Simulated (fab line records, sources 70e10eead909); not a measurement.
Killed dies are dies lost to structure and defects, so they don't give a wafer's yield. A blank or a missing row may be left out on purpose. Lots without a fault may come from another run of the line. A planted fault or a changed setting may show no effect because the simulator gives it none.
A struck lot beside a sound one | flow nand_harc | 14 steps out of a route of 1159
Sound: wafers L232.2, L232.4, L232.5. Struck: wafers L237.2, L237.4, L237.5. The cause comes at the end.
At each step with rows: each side's tool, then ch and its chambers, then its first start. Under that, the readings that differ: sound wafers | struck wafers | difference of the means | sigmas: that difference in standard deviations of wafers without a fault.
alike: readings whose means differ by less than 2 such deviations, and words and numbers that are the same on both sides. not compared: withheld readings, readings that some wafer has no value for, bounds like >300 that may hide the same value, and numbers for which the record gives no deviation and whose values overlap.
The two part at a step that has a row with sigmas, a row that says differs or no value, or rows on one side only. Numbers that don't overlap but have no deviation are shown without sigmas and don't part them. A reading that every wafer of one side lacks parts them only if that side has two wafers or more.

first, 2 steps without rows for these wafers: NHARC_A_STAIRCASE_PRECLEAN_318 (cleans in SC1); NHARC_A_STAIRCASE_SRD_329.
NHARC_A_STAIRCASE_ALD_415: deposits SiO2, target thk 30 nm, pulse time 6 s, ald cycles 300.
  sound on ald_hk-03 ch 0,1, day 14 07:51; struck on ald_hk-02 ch 0,2,3, day 16 03:31
  alike: heater_power_w, precursor_pulse_height_rel
NHARC_A_STAIRCASE_ETCHBACK_416: etches the open film in C4F8/O2/Ar, target depth 36 nm, time 7.2 s.
  sound on rie_diel-07 ch 0,2,3; struck on rie_diel-02 ch 2,3
  alike: oes_product_au, rf_vpp_V
  not compared: rf_hours_counter_h
NHARC_A_STAIRCASE_STRIP_476: strips in O2, time 20 s.
  sound on rie_diel-07 ch 0,1,2, day 14 10:04; struck on rie_diel-02 ch 1,2,3, day 16 05:37
  alike: drypump_motor_current_A, oes_product_au, rf_vpp_V, showerhead_plenum_p_Torr, throttle_valve_pct
  not compared: rf_hours_counter_h
NHARC_A_STAIRCASE_DEP_417: deposits Si3N4, target thk 60 nm.
  sound on pecvd-03 ch 1, day 14 10:09; struck on pecvd-04 ch 0,2, day 16 05:49
  alike: heater_power_w
then, 3 steps without rows for these wafers: NHARC_A_STAIRCASE_WET_418 (chemistry H3PO4, target depth 20 nm); NHARC_A_STAIRCASE_PRECLEAN_419 (cleans in SC1); NHARC_A_STAIRCASE_SRD_421.
NHARC_A_STAIRCASE_ALD_420: deposits SiO2, target thk 20 nm, pulse time 6 s, ald cycles 200.
  sound on ald_hk-04 ch 0,2,3, day 14 13:07; struck on ald_hk-03 ch 2,3, day 16 09:31
  alike: heater_power_w, precursor_pulse_height_rel
then, 1 step without rows for these wafers: NHARC_A_STAIRCASE_CVD_552 (deposits SiNx, target thk 40 nm).
NHARC_A_STAIRCASE_DEP_151: deposits SiO2, target thk 3800 nm.
  sound on pecvd-03 ch 0,2, day 15 00:06; struck on pecvd-01 ch 0,1,2, day 16 18:44
  reading                   | sound             | struck            | difference | sigmas
  mfc_precursor_sccm (sccm) | 199.3 199.2 199.9 | 210.5 212.6 211.1 | +11.9      | +22
  alike: heater_power_w
then, 1 step without rows for these wafers: NHARC_A_STAIRCASE_ANNEAL_320 (time 1800 s).
-- the record jumps here: 6 days lie between the struck wafers' starts before and after (it left off in module A_STAIRCASE and takes up again in module END, whose first step shown is number 1159 of the route) --
NHARC_END_SORT_01:
  the record has rows for the struck wafers here (prober-01 ch 0, day 23 03:40) and none for the sound ones

WHERE THEY PART
First at NHARC_A_STAIRCASE_DEP_151; last, within this record, at NHARC_END_SORT_01.

WHY: what the simulator had put in
Process parameter drift: pecvd-01, from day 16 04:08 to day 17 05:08, at NHARC_A_STAIRCASE_DEP_151. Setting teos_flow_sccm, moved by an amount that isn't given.
